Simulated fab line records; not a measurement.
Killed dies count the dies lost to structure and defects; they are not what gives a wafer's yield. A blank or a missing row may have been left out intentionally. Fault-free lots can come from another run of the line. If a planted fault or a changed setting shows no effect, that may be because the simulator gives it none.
fab line records	flow nand-harc
record lots=6	wafers=18	last-day=32
route steps=1302 shown A_CONTACT@990 END@1302
lots with no fault: from the same line, run without faults
start-h: the number of hours between the record's first day and the start of the first shown wafer of the lot	wait-h: time in hours since the lot's previous step	" unchanged from the row above	L1.1+2: a row that stands for several wafers	- no value, or no start was given	* or withheld: withheld	< > ~ a bound
route shown NAME@n: NAME is a module with steps in the file, n the number in the route of the first one	usual: the fault-free wafers' mean and standard deviation	same: alike in all rows	chamber/n: place in a boat	sites: the reading at each site	_std_site: their standard deviation	_edge_site: mean of outer sites minus mean of inner sites	radius-mm: how far each site lies from the wafer's centre	mask NAME#n: copy n	behind: the tool/chamber that last shaped the wafer	hold: why the lot was held/for how many hours/how that ended	device: the transistor (n, p or np) that didn't switch	end of line: tests of these same wafers at the route's end	where a step has no rows: the recipe by itself	killed: dies that structure and defects cost at the first sort, which is not the same as the wafer's yield	map: a wafer's dies, marking killed ones x, the rest . and places with no die _
set.NAME: setting as actually run; set.NAME@STEP: the setting as run at that earlier step	model.NAME: the simulator's own value behind a step, which no gauge read
lots at some steps of the route; a table a step, a row a wafer
services: from which hour (start-h, from the record's first day; less than 0 if before it) a tool's chamber was out of use, for how many hours, and why
## steps
# step NHARC_A_CONTACT_COAT_35
# recipe temp-c=225	time-s=65
# step NHARC_A_CONTACT_COAT_36
# recipe spin-rpm=1500	resist-thk-nm=90
# step NHARC_A_CONTACT_SOFTBAKE_37
# recipe temp-c=105	time-s=55
# step NHARC_A_CONTACT_EBR_38
# step NHARC_A_CONTACT_EXPOSE_39
# recipe na=1.35	sigma-outer=0.8	dose-mj=58.79	mask-id=A_CC_3
# step NHARC_A_CONTACT_PEB_40
# recipe peb-temp-c=100	peb-time-s=65
# step NHARC_A_CONTACT_DEVELOP_41
# recipe develop-time-s=35	dev-temp-c=23
# step NHARC_A_CONTACT_CD_MEAS_42
# recipe target-cd-nm=300	landing-energy-ev=500
# usual cd-nm=300.1/0.52
lot.wafer	tool	chamber	start-h	wait-h	cd-nm
L711.1	cd-sem-01	0	498.19	-	299.8
L711.3	"	0	"	"	300.1
L711.4	"	0	"	"	300.0
L712.3	cd-sem-03	0	508.58	-	300.4
L712.4	"	0	"	"	299.3
L712.6	"	0	"	"	299.6
L718.3	cd-sem-02	0	577.00	-	299.5
L718.5	"	0	"	"	299.3
L718.6	"	0	"	"	299.4
L724.2	cd-sem-01	0	636.25	-	300.4
L724.4	"	0	"	"	300.4
L724.6	"	0	"	"	299.7
L728.2	cd-sem-03	0	663.86	-	300.5
L728.4	"	0	"	"	299.8
L728.5	"	0	"	"	299.9
L731.2	cd-sem-03	0	697.89	-	299.7
L731.5	"	0	"	"	299.8
L731.6	"	0	"	"	300.2
# step NHARC_A_CONTACT_OVL_MEAS_43
# usual overlay-x-nm=0.0/0.82	overlay-y-nm=-0.2/0.89
lot.wafer	tool	chamber	start-h	wait-h	overlay-x-nm	overlay-y-nm
L711.1	overlay-02	-	498.28	-	0.6	-0.7
L711.3	"	-	"	"	0.2	-0.2
L711.4	"	-	"	"	0.5	-0.2
L712.3	overlay-01	-	508.66	-	1.1	1.3
L712.4	"	-	"	"	0.6	1.5
L712.6	"	-	"	"	0.7	1.3
L718.3	overlay-02	-	577.09	-	0.9	0.3
L718.5	"	-	"	"	0.9	-0.1
L718.6	"	-	"	"	1.2	0.2
L724.2	overlay-02	-	636.34	-	0.0	-1.0
L724.4	"	-	"	"	0.3	-1.1
L724.6	"	-	"	"	0.7	-1.1
L728.2	overlay-02	-	663.94	-	-2.1	1.1
L728.4	"	-	"	"	-1.8	0.9
L728.5	"	-	"	"	-2.1	0.3
L731.2	overlay-01	-	697.98	-	0.3	-0.1
L731.5	"	-	"	"	0.3	1.1
L731.6	"	-	"	"	-0.1	0.7
# step NHARC_A_CONTACT_INSPECT_44
# usual raw-defect-count=84/38
lot.wafer	tool	chamber	start-h	wait-h	raw-defect-count
L711.1	defect-inspect-01	-	498.32	0.0	101
L711.3	"	-	"	"	116
L711.4	"	-	"	"	116
L712.3	defect-inspect-02	-	508.70	0.0	93
L712.4	"	-	"	"	84
L712.6	"	-	"	"	112
L718.3	defect-inspect-01	-	577.12	0.0	23
L718.5	"	-	"	"	33
L718.6	"	-	"	"	24
L724.2	defect-inspect-01	-	636.38	0.0	81
L724.4	"	-	"	"	66
L724.6	"	-	"	"	74
L728.2	defect-inspect-01	-	663.98	0.0	28
L728.4	"	-	"	"	22
L728.5	"	-	"	"	17
L731.2	defect-inspect-01	-	698.01	0.0	70
L731.5	"	-	"	"	85
L731.6	"	-	"	"	74
# step NHARC_A_CONTACT_DESCUM_47
# recipe time-s=3	o2-flow-sccm=200	ar-flow-sccm=0	bias-power-w=0	chemistry=O2
# usual drypump-motor-current-A=5.8/0.46	oes-product-au=1.001/0.0096	rf-vpp-V=57.7/0.88	showerhead-plenum-p-Torr=1.88/0.086	throttle-valve-pct=11.310/0.0087
lot.wafer	tool	chamber	start-h	wait-h	drypump-motor-current-A	oes-product-au	rf-hours-counter-h	rf-vpp-V	showerhead-plenum-p-Torr	throttle-valve-pct
L711.1	rie-diel-13	0	498.39	0.1	5.7	0.982	51	58.4	1.88	11.324
L711.3	"	2	"	"	6.2	0.996	48	57.2	1.76	11.309
L711.4	"	3	"	"	5.5	0.987	-	56.9	1.83	11.315
L712.3	rie-diel-10	1	508.76	0.1	5.5	1.004	23	57.2	1.91	11.317
L712.4	"	2	"	"	5.3	1.001	25	57.8	2.07	11.301
L712.6	"	1	"	"	5.6	1.000	-	57.9	1.91	11.293
L718.3	rie-diel-12	1	577.20	0.1	6.4	0.997	22	58.6	1.84	11.302
L718.5	"	3	"	"	6.4	1.009	-	56.9	1.88	11.315
L718.6	"	0	"	"	5.6	1.002	-	58.5	1.77	11.304
L724.2	rie-diel-12	1	636.44	0.1	6.4	0.996	1	56.7	1.83	11.315
L724.4	"	3	"	"	6.4	0.995	1	57.4	1.88	11.321
L724.6	"	1	"	"	6.4	0.992	-	57.5	1.83	11.297
L728.2	rie-diel-12	2	664.05	0.1	5.2	1.005	5	57.6	1.91	11.306
L728.4	"	0	"	"	5.6	0.996	6	59.6	2.07	11.299
L728.5	"	2	"	"	5.2	0.998	-	57.0	1.91	11.291
L731.2	rie-diel-10	2	698.08	0.1	5.3	0.994	32	58.8	2.05	11.314
L731.5	"	2	"	"	5.3	0.999	-	57.6	2.05	11.311
L731.6	"	3	"	"	6.0	1.008	-	57.2	1.80	11.294
# step NHARC_A_CONTACT_ETCH_48
# recipe target-depth-a=390	over-etch-frac=0.3	time-s=65	ion-energy-ev=80	cf4-flow-sccm=150	ar-flow-sccm=0	rf-w=300	bias-w=100	chemistry=CF4
# usual bias-w=100.0/0.32	drypump-motor-current-A=5.8/0.45	oes-product-au=1.001/0.0083	rf-vpp-V=150.8/1.3	run-length-s=86.4/0.43	showerhead-plenum-p-Torr=1.74/0.077	throttle-valve-pct=13.284/0.0086
lot.wafer	tool	chamber	start-h	wait-h	bias-w	drypump-motor-current-A	oes-product-au	rf-hours-counter-h	rf-vpp-V	run-length-s	showerhead-plenum-p-Torr	throttle-valve-pct
L711.1	rie-diel-13	2	498.48	0.1	100.7	6.2	1.011	48	150.6	85.8	1.64	13.282
L711.3	"	0	"	"	99.8	5.7	0.997	51	150.6	87.1	1.74	13.291
L711.4	"	0	"	"	100.0	5.7	0.989	-	149.8	87.2	1.74	13.288
L712.4	rie-diel-10	3	508.84	0.1	100.2	6.0	1.010	26	149.8	86.6	1.69	13.284
L712.3	"	2	"	"	99.7	5.3	1.000	25	154.2	85.6	1.90	13.275
L712.6	"	3	"	"	100.1	6.0	0.997	-	150.3	86.9	1.69	13.278
L718.3	rie-diel-12	2	577.75	0.5	99.9	5.2	1.003	17	152.3	86.6	1.77	13.288
L718.6	"	0	"	"	100.2	5.6	0.999	-	148.4	85.9	1.64	13.281
L718.5	"	1	"	"	100.0	6.4	0.997	-	149.9	86.5	1.70	13.272
L724.4	rie-diel-12	0	636.52	0.1	99.8	5.6	1.016	1	152.7	86.2	1.91	13.283
L724.2	"	1	"	"	100.0	6.4	0.989	1	148.9	86.4	1.70	13.286
L724.6	"	0	"	"	100.6	5.6	1.004	-	152.9	86.1	1.91	13.299
L728.4	rie-diel-12	2	664.13	0.1	100.4	5.2	1.021	5	149.9	87.3	1.76	13.287
L728.2	"	3	"	"	100.3	6.4	0.995	5	151.9	86.0	1.74	13.282
L728.5	"	1	"	"	100.1	6.4	1.003	-	149.7	86.7	1.70	13.276
L731.2	rie-diel-10	0	698.17	0.1	99.8	5.6	1.005	41	149.8	86.2	1.73	13.288
L731.6	"	2	"	"	100.3	5.3	0.989	-	153.0	85.7	1.88	13.298
L731.5	"	3	"	"	100.2	6.0	1.009	-	150.6	86.9	1.68	13.289
# step NHARC_A_CONTACT_ETCH_49
# recipe target-depth-a=2600	over-etch-frac=0.3	time-s=475.3	ion-energy-ev=200	n2-flow-sccm=150	h2-flow-sccm=150	ar-flow-sccm=0	rf-w=400	bias-w=150	chemistry=N2/H2
# usual bias-w=150.0/0.44	drypump-motor-current-A=5.8/0.44	oes-product-au=1.001/0.0084	rf-vpp-V=429.5/2.9	run-length-s=496.7/0.39	showerhead-plenum-p-Torr=2.01/0.097	throttle-valve-pct=14.170/0.0098
lot.wafer	tool	chamber	start-h	wait-h	bias-w	drypump-motor-current-A	oes-product-au	rf-hours-counter-h	rf-vpp-V	run-length-s	showerhead-plenum-p-Torr	throttle-valve-pct
L711.1	rie-diel-13	3	498.58	-	150.2	5.4	0.984	53	427.1	496.5	1.95	14.171
L711.3	"	0	"	"	150.0	5.7	0.982	51	428.7	497.5	2.00	14.156
L711.4	"	2	"	"	149.6	6.2	0.997	-	425.2	496.2	1.87	14.177
L712.4	rie-diel-10	0	508.97	-	150.7	5.6	1.007	20	429.7	496.5	2.01	14.176
L712.3	"	1	"	"	150.7	5.5	1.000	23	430.4	496.6	2.03	14.171
L712.6	"	0	"	"	150.2	5.6	1.012	-	431.1	496.7	2.01	14.191
L718.3	rie-diel-12	0	577.93	-	149.2	5.6	1.015	21	425.7	496.5	1.88	14.164
L718.6	"	1	"	"	149.6	6.4	1.002	-	427.3	497.3	1.95	14.182
L718.5	"	2	"	"	149.1	5.2	1.018	-	430.6	496.9	2.04	14.173
L724.4	rie-diel-12	0	636.61	-	-	5.6	1.011	1	434.7	330.2	2.22	14.176
L724.2	"	3	"	"	149.9	6.4	0.999	1	430.5	496.7	2.00	14.166
L724.6	"	1	"	"	150.4	6.4	0.998	-	428.0	497.3	1.95	14.170
L728.4	rie-diel-12	3	664.22	-	150.3	6.4	0.992	5	428.8	496.6	2.00	14.163
L728.2	"	2	"	"	150.7	5.2	1.004	5	429.9	497.0	2.03	14.153
L728.5	"	0	"	"	-	5.6	1.004	-	436.2	330.3	2.22	14.161
L731.2	rie-diel-10	3	698.25	-	150.2	6.0	1.013	39	426.0	497.5	1.92	14.175
L731.5	"	3	"	"	149.8	6.0	1.016	-	426.2	497.0	1.92	14.177
L731.6	"	0	"	"	150.5	5.6	1.008	-	429.1	497.0	1.99	14.182
# step NHARC_A_CONTACT_ETCH_50
# recipe target-depth-a=1210	time-s=60.5	cf4-flow-sccm=100	chf3-flow-sccm=30	ar-flow-sccm=0	rf-w=500	bias-w=200	chemistry=CF4/CHF3
# usual bias-w=200.1/0.58	drypump-motor-current-A=5.8/0.46	oes-product-au=0.951/0.024	rf-vpp-V=369.8/2.4	run-length-s=81.9/0.39	showerhead-plenum-p-Torr=1.55/0.068	throttle-valve-pct=16.802/0.0089
lot.wafer	tool	chamber	start-h	wait-h	bias-w	drypump-motor-current-A	oes-product-au	rf-hours-counter-h	rf-vpp-V	run-length-s	showerhead-plenum-p-Torr	throttle-valve-pct
L711.1	rie-diel-13	3	-	-	200.6	5.4	0.926	53	368.7	81.6	1.51	16.802
L711.3	"	0	"	"	200.3	5.7	0.914	51	369.5	82.7	1.55	16.798
L711.4	"	3	"	"	199.0	5.4	0.921	-	367.8	81.7	1.51	16.818
L712.3	rie-diel-10	1	-	-	199.1	5.5	0.923	24	371.9	82.1	1.57	16.793
L712.4	"	2	"	"	199.6	5.3	0.932	25	374.7	81.0	1.69	16.820
L712.6	"	3	"	"	200.3	6.0	0.933	-	367.8	82.8	1.50	16.795
L718.3	rie-diel-12	1	-	-	199.9	6.4	0.920	22	368.1	81.9	1.51	16.794
L718.6	"	1	"	"	200.0	6.4	0.914	-	368.4	81.9	1.51	16.797
L718.5	"	2	"	"	199.8	5.2	0.922	-	369.4	82.2	1.57	16.803
L724.2	rie-diel-12	1	-	-	199.8	6.4	0.966	1	370.8	81.9	1.51	16.787
L724.4	"	2	"	"	200.0	5.2	0.975	1	371.2	82.2	1.57	16.794
L724.6	"	0	"	"	199.7	5.6	0.973	-	373.4	81.4	1.70	16.800
L728.2	rie-diel-12	2	-	-	199.4	5.2	0.963	5	371.3	82.2	1.57	16.791
L728.4	"	3	"	"	200.0	6.4	0.965	5	370.3	81.4	1.55	16.797
L728.5	"	3	"	"	200.7	6.4	0.963	-	368.6	81.6	1.55	16.806
L731.2	rie-diel-10	1	-	-	200.0	5.5	0.929	36	368.6	82.2	1.55	16.787
L731.5	"	2	"	"	199.6	5.3	0.919	-	373.0	81.2	1.68	16.809
L731.6	"	3	"	"	199.9	6.0	0.934	-	367.9	82.0	1.49	16.793
# step NHARC_END_SORT_01
# recipe temp-c=25
# usual killed-at-array=53/18	killed-at-other=0.8/1.1	killed-at-periphery=4.1/2.7	killed-dies=58/18	killed-open=3.1/1.7	killed-short=2.7/1.7
# same gross-dies=677
lot.wafer	tool	chamber	start-h	wait-h	hold	killed-at-array	killed-at-other	killed-at-periphery	killed-dies	killed-open	killed-short
L711.1	prober-01	0	573.49	2.5	-	61	0	8	69	5	2
L711.3	prober-01	0	575.11	3.1	-	40	0	2	42	5	3
L711.4	prober-01	0	575.92	3.4	-	60	0	6	66	0	1
L712.3	prober-01	0	601.66	3.1	-	42	0	10	52	4	7
L712.4	prober-01	0	602.45	3.4	-	63	4	5	72	6	4
L712.6	prober-01	0	604.05	4.0	-	48	1	5	54	1	2
L718.3	prober-02	0	653.22	3.1	-	25	1	9	35	7	3
L718.5	prober-02	0	654.82	3.7	-	28	0	7	35	2	2
L718.6	prober-02	0	655.63	4.0	-	24	2	3	29	3	3
L724.2	prober-01	0	706.67	2.8	await-dispo/4.6h/release	43	0	2	45	9	2
L724.4	prober-01	0	708.27	3.4	await-dispo/4.6h/release	676	0	1	677	1	6
L724.6	prober-01	0	709.86	4.0	await-dispo/4.6h/release	51	0	2	53	4	2
L728.2	prober-02	0	734.21	2.8	await-dispo/3.8h/release	26	6	1	33	2	3
L728.4	prober-02	0	735.77	3.3	await-dispo/3.8h/release	28	4	0	32	3	1
L728.5	prober-02	0	736.55	3.6	await-dispo/3.8h/release	674	2	1	677	5	6
L731.2	prober-01	0	771.59	2.8	-	54	0	6	60	4	1
L731.5	prober-01	0	774.00	3.7	-	65	1	3	69	4	5
L731.6	prober-01	0	774.81	4.0	-	58	0	2	60	5	3
# killed by level:class
L711.1 A_CHANNEL_HOLE_D1:chamber-film-flake=29 A_CHANNEL_HOLE_D2:chamber-film-flake=14 P_M1:chamber-film-flake=4 A_ZERO_WELL:chamber-film-flake=4 A_WL_FILL:chamber-film-flake=4 P_GATE:chamber-film-flake=3 A_STAIRCASE:chamber-film-flake=2 P_M0:geometric-particle:open=1
L711.3 A_CHANNEL_HOLE_D1:chamber-film-flake=13 A_CHANNEL_HOLE_D2:chamber-film-flake=7 A_WL_FILL:chamber-film-flake=5 A_ZERO_WELL:chamber-film-flake=4 P_M1:chamber-film-flake=2 A_CHANNEL_HOLE_D1:geometric-particle:short=1 A_CHANNEL_FILL_D1:geometric-particle:open=1 A_ONON_D2:geometric-particle:short=1
L711.4 A_CHANNEL_HOLE_D2:chamber-film-flake=33 A_CHANNEL_HOLE_D1:chamber-film-flake=19 P_M1:chamber-film-flake=4 A_ZERO_WELL:chamber-film-flake=4 P_GATE:chamber-film-flake=2 A_CHANNEL_HOLE_D1:geometric-particle:short=1 A_CHANNEL_FILL_D1:chamber-film-flake=1 A_CHANNEL_FILL_D2:chamber-film-flake=1
L712.3 A_SLIT:chamber-film-flake=16 A_CHANNEL_HOLE_D2:chamber-film-flake=12 P_GATE:chamber-film-flake=9 A_ONON_D2:geometric-particle:open=2 A_M0:geometric-particle:short=2 A_STAIRCASE:chamber-film-flake=2 P_M0:geometric-particle:short=1 A_ONON_D1:geometric-particle:short=1
L712.4 A_CHANNEL_HOLE_D2:chamber-film-flake=35 A_SLIT:chamber-film-flake=17 A_CHANNEL_HOLE_D1:chamber-film-flake=4 P_GATE:chamber-film-flake=3 THIN_TSV:chamber-film-flake=3 P_GATE:geometric-particle:open=1 P_M0:geometric-particle:open=1 A_ONON_D1:geometric-particle:short=1
L712.6 A_SLIT:chamber-film-flake=26 A_CHANNEL_HOLE_D2:chamber-film-flake=14 P_GATE:chamber-film-flake=4 A_STAIRCASE:chamber-film-flake=2 A_ONON_D1:geometric-particle:short=1 A_ONON_D2:geometric-particle:open=1 A_M0:geometric-particle:short=1 P_ZERO_WELL:chamber-film-flake=1
L718.3 A_CHANNEL_HOLE_D2:chamber-film-flake=11 P_ZERO_WELL:chamber-film-flake=4 A_CHANNEL_HOLE_D1:chamber-film-flake=4 P_GATE:chamber-film-flake=3 A_DECK1_JOINT:geometric-particle:short=2 P_STI:geometric-particle:open=1 P_M0:geometric-particle:open=1 A_ONON_D1:geometric-particle:open=1
L718.5 A_CHANNEL_HOLE_D2:chamber-film-flake=15 A_CHANNEL_HOLE_D1:chamber-film-flake=6 P_ZERO_WELL:chamber-film-flake=4 P_M0:geometric-particle:open=1 A_ONON_D1:geometric-particle:open=1 A_CHANNEL_FILL_D2:geometric-particle:short=1 A_BLC:geometric-particle:short=1 P_GATE:chamber-film-flake=1
L718.6 A_CHANNEL_HOLE_D2:chamber-film-flake=12 A_CHANNEL_HOLE_D1:chamber-film-flake=4 A_CONTACT:geometric-particle:open=2 P_GATE:chamber-film-flake=2 HYBRID_BOND:chamber-film-flake=2 A_DECK1_JOINT:geometric-particle:short=1 A_ONON_D2:geometric-particle:short=1 A_SGD_CUT:geometric-particle:open=1
L724.2 A_SLIT:chamber-film-flake=21 A_CHANNEL_HOLE_D1:chamber-film-flake=7 A_M0:geometric-particle:open=4 A_STAIRCASE:chamber-film-flake=3 A_ONON_D2:geometric-particle:open=2 A_CONTACT:chamber-film-flake=2 P_CONTACT:geometric-particle:open=1 P_M0:geometric-particle:open=1
L724.4 A_CONTACT:area-etch=626 A_SLIT:chamber-film-flake=34 A_CHANNEL_HOLE_D1:chamber-film-flake=5 A_STAIRCASE:chamber-film-flake=3 A_CHANNEL_FILL_D2:geometric-particle:short=2 A_CONTACT:chamber-film-flake=2 P_GATE:geometric-particle:open=1 A_CHANNEL_FILL_D1:geometric-particle:short=1
L724.6 A_SLIT:chamber-film-flake=27 A_CHANNEL_HOLE_D1:chamber-film-flake=8 A_BLC:chamber-film-flake=5 A_STAIRCASE:chamber-film-flake=3 A_WL_FILL:chamber-film-flake=2 P_CONTACT:geometric-particle:open=1 P_M1:geometric-particle:short=1 A_CHANNEL_FILL_D1:geometric-particle:short=1
L728.2 A_CHANNEL_HOLE_D1:chamber-film-flake=9 A_SLIT:chamber-film-flake=7 THIN_TSV:chamber-film-flake=4 STARTING-WAFER:geometric-particle:short=2 A_DECK1_JOINT:chamber-film-flake=2 A_CHANNEL_HOLE_D2:chamber-film-flake=2 A_STAIRCASE:chamber-film-flake=2 P_M0:geometric-particle:open=1
L728.4 A_CHANNEL_HOLE_D1:chamber-film-flake=7 A_SLIT:chamber-film-flake=7 A_CHANNEL_HOLE_D2:chamber-film-flake=4 THIN_TSV:chamber-film-flake=4 A_CONTACT:chamber-film-flake=3 A_M0:chamber-film-flake=2 A_ONON_D1:geometric-particle:open=1 A_CHANNEL_FILL_D2:geometric-particle:open=1
L728.5 A_CONTACT:area-etch=644 A_CHANNEL_HOLE_D1:chamber-film-flake=7 A_SLIT:chamber-film-flake=7 A_CHANNEL_FILL_D2:geometric-particle:open=3 A_CONTACT:chamber-film-flake=2 THIN_TSV:chamber-film-flake=2 A_CHANNEL_FILL_D1:geometric-particle:short=1 A_ONON_D2:geometric-particle:short=1
L731.2 A_CHANNEL_HOLE_D2:chamber-film-flake=22 A_CHANNEL_HOLE_D1:chamber-film-flake=9 A_SLIT:chamber-film-flake=9 A_CONTACT:chamber-film-flake=6 A_WL_FILL:chamber-film-flake=3 P_ZERO_WELL:chamber-film-flake=2 P_M2:chamber-film-flake=2 P_STI:geometric-particle:open=1
L731.5 A_CHANNEL_HOLE_D2:chamber-film-flake=32 A_CHANNEL_HOLE_D1:chamber-film-flake=14 A_CONTACT:chamber-film-flake=4 A_SLIT:chamber-film-flake=4 A_STAIRCASE:chamber-film-flake=3 A_ONON_D1:geometric-particle:short=2 A_CHANNEL_FILL_D1:geometric-particle:short=2 P_GATE:geometric-particle:open=1
L731.6 A_CHANNEL_HOLE_D1:chamber-film-flake=20 A_CHANNEL_HOLE_D2:chamber-film-flake=20 A_SLIT:chamber-film-flake=5 A_CONTACT:chamber-film-flake=4 A_CHANNEL_FILL_D1:geometric-particle:short=2 A_WL_FILL:chamber-film-flake=2 P_STI:geometric-particle:open=1 P_GATE:geometric-particle:short=1
# map L724.4 (x killed, . not)
____________x____________
_________xxxxxxx_________
_______xxxxxxxxxxx_______
______xxxxxxxxxxxxx______
_____xxxxxxxxxxxxxxx_____
____xxxxxxxxxxxxxxxxx____
____xxxxxxxxxxxxxxxxx____
___xxxxxxxxxxxxxxxxxxx___
___xxxxxxxxxxxxxxxxxxx___
__xxxxxxxxxxxxxxxxxxxxx__
__xxxxxxxxxxxxxxxxxxxxx__
_xxxxxxxxxxxxxxxxxxxxxxx_
_xxxxxxxxxxxxxxxxxxxxxxx_
_xxxxxxxxxxxxxxxxxxxxxxx_
_xxxxxxxxxxxxxxxxxxxxxxx_
_xxxxxxxxxxxxxxxxxxxxxxx_
xxxxxxxxxxxxxxxxxxxxxxxxx
xxxxxxxxxxxxxxxxxxxxxxxxx
xxxxxxxxxxxxxxxxxxxxxxxxx
xxxxxxxxxxxxxxxxxxxxxxxxx
xxxxxxxxxxxxxxxxxxxxxxxxx
_xxxxxxxxxxxxxxxxxxxxxxx_
_xxxxxxxxxxxxxxxxxxxxxxx_
_xxxxxxxxxxxxxxxxxxxxxxx_
_xxxxxxxxxxxxxxxxxxxxxxx_
_xxxxxxxxxxxxxxxxxxxxxxx_
__xxxxxxxxxxxxxxxxxxxxx__
__xxxxxxxxxxxxxxxxxxxxx__
___xxxxxxxxxxxxxxxxxxx___
___xxxxxxxxxxxxxxxxxxx___
____xxxxxxxxxxxxxxxxx____
____xxxxxxxxxxxxxxxxx____
_____xxxxxxxxxxxxxxx_____
______xxxxxxxxxxxxx______
_______xxxxxxxxxxx_______
_________xxxxxxx_________
____________x____________
# map L728.5 (x killed, . not)
____________x____________
_________xxxxxxx_________
_______xxxxxxxxxxx_______
______xxxxxxxxxxxxx______
_____xxxxxxxxxxxxxxx_____
____xxxxxxxxxxxxxxxxx____
____xxxxxxxxxxxxxxxxx____
___xxxxxxxxxxxxxxxxxxx___
___xxxxxxxxxxxxxxxxxxx___
__xxxxxxxxxxxxxxxxxxxxx__
__xxxxxxxxxxxxxxxxxxxxx__
_xxxxxxxxxxxxxxxxxxxxxxx_
_xxxxxxxxxxxxxxxxxxxxxxx_
_xxxxxxxxxxxxxxxxxxxxxxx_
_xxxxxxxxxxxxxxxxxxxxxxx_
_xxxxxxxxxxxxxxxxxxxxxxx_
xxxxxxxxxxxxxxxxxxxxxxxxx
xxxxxxxxxxxxxxxxxxxxxxxxx
xxxxxxxxxxxxxxxxxxxxxxxxx
xxxxxxxxxxxxxxxxxxxxxxxxx
xxxxxxxxxxxxxxxxxxxxxxxxx
_xxxxxxxxxxxxxxxxxxxxxxx_
_xxxxxxxxxxxxxxxxxxxxxxx_
_xxxxxxxxxxxxxxxxxxxxxxx_
_xxxxxxxxxxxxxxxxxxxxxxx_
_xxxxxxxxxxxxxxxxxxxxxxx_
__xxxxxxxxxxxxxxxxxxxxx__
__xxxxxxxxxxxxxxxxxxxxx__
___xxxxxxxxxxxxxxxxxxx___
___xxxxxxxxxxxxxxxxxxx___
____xxxxxxxxxxxxxxxxx____
____xxxxxxxxxxxxxxxxx____
_____xxxxxxxxxxxxxxx_____
______xxxxxxxxxxxxx______
_______xxxxxxxxxxx_______
_________xxxxxxx_________
____________x____________
## services
tool	chamber	start-h	hours	kind
rie-diel-12	0	479.71	-	clean
rie-diel-12	1	479.71	-	clean
rie-diel-12	2	479.71	-	clean
rie-diel-12	3	479.71	-	clean
rie-diel-13	1	490.52	16.3	repair
rie-diel-12	0	504.21	-	clean
rie-diel-12	1	504.21	-	clean
rie-diel-12	2	504.21	-	clean
rie-diel-12	3	504.21	-	clean
rie-diel-13	-	519.02	9.0	pm
rie-diel-12	0	528.72	-	clean
rie-diel-12	1	528.72	-	clean
rie-diel-12	2	528.72	-	clean
rie-diel-12	3	528.72	-	clean
rie-diel-13	1	533.64	5.1	repair
rie-diel-10	-	552.61	1.2	repair
rie-diel-12	0	553.22	-	clean
rie-diel-12	1	553.22	-	clean
rie-diel-10	-	597.98	9.0	pm
rie-diel-12	-	623.21	9.0	pm
rie-diel-10	1	655.03	5.8	repair
rie-diel-13	1	657.94	4.5	repair
rie-diel-10	2	658.19	6.1	repair
rie-diel-13	-	696.02	9.0	pm
## key
first-sign step=NHARC_A_CONTACT_ETCH_49	reading=run-length-s	direction=down	sigmas=99+	usual=*	struck=*
effect step=NHARC_END_SORT_01	reading=killed-at-array	direction=up	sigmas=34	usual=53	struck=675
more-kills-born-at NHARC_A_CONTACT_ETCH_49@rie-diel-12=1270
met-at NHARC_A_CONTACT_ETCH_49
struck-wafers L724.4,L728.5
later-rows-left-out L724.4,L728.5
tester-left-out L724,L728
onset-between 577.93 636.61
fault kind=process-parameter-drift	tool=rie-diel-12	chamber=0	onset-h=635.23	steps=NHARC_A_CONTACT_ETCH_49	channel=time-s	offset=*	shape=step	end-h=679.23	acts-in=*	stated=*
# tester-left-out: of these lots the tester's yield and bins aren't shown, on N5 and GAA mostly nor the transistor test; their killed dies are dies lost to structure and defects alone, not to doping, threshold or leakage, so they don't give the yield
# later-rows-left-out: the simulator's readings of these wafers behind a module that went badly wrong aren't trusted and aren't shown, but for the sort
